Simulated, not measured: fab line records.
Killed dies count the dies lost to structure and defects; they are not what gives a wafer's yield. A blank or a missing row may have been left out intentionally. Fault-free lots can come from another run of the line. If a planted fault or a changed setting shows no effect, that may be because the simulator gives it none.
Chamber matching -- flow nand harc -- NHARC_A_BONDPAD_ETCH_34 on rie diel-12 has 4 sister chambers
The step etches the open film in N2/H2, target depth 60 nm, overetch 18 nm, time 65.91 s. 4 wafers are shown with their chamber, then 9 later ones without.

== WAFERS WITH THEIR CHAMBER ==
wafer,chamber,drypump motor current A (A)
L076.4,0,5.4
L084.1,2,6.3
L084.2,1,6.6
L084.3,3,5.3

== WAFERS WITH NO CHAMBER GIVEN ==
wafer,drypump motor current A (A)
L084.4,5.5
L084.5,5.4
L084.6,6.3
L088.1,5.3
L088.2,5.5
L088.4,6.6
L091.1,6.6
L091.5,5.3
L091.6,6.3

== CHAMBER TAKEN BY EACH ==
wafer,from the rows above,in truth
L084.4,0,0
L084.5,0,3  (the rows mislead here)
L084.6,2,2
L088.1,3,3
L088.2,0,0
L088.4,1,1
L091.1,1,1
L091.5,3,3
L091.6,2,2
8 of 9 placed correctly. Can't be placed from these rows: 0. Wrongly placed: 1.
How it was worked out, from the rows above alone: a wafer's distance from a chamber is the root of the sum, over the readings, of the square of ((its reading less the chamber's mean) divided by the reading's scatter). The wafer belongs to the nearest chamber; if the next one is less than 2 further off, it can't be placed. For every chamber, the mean is computed from those of its wafers that are shown. The scatter (one wafer shown for each chamber): square how far every hidden wafer sits from the nearest shown wafer, average those squares and take the square root.
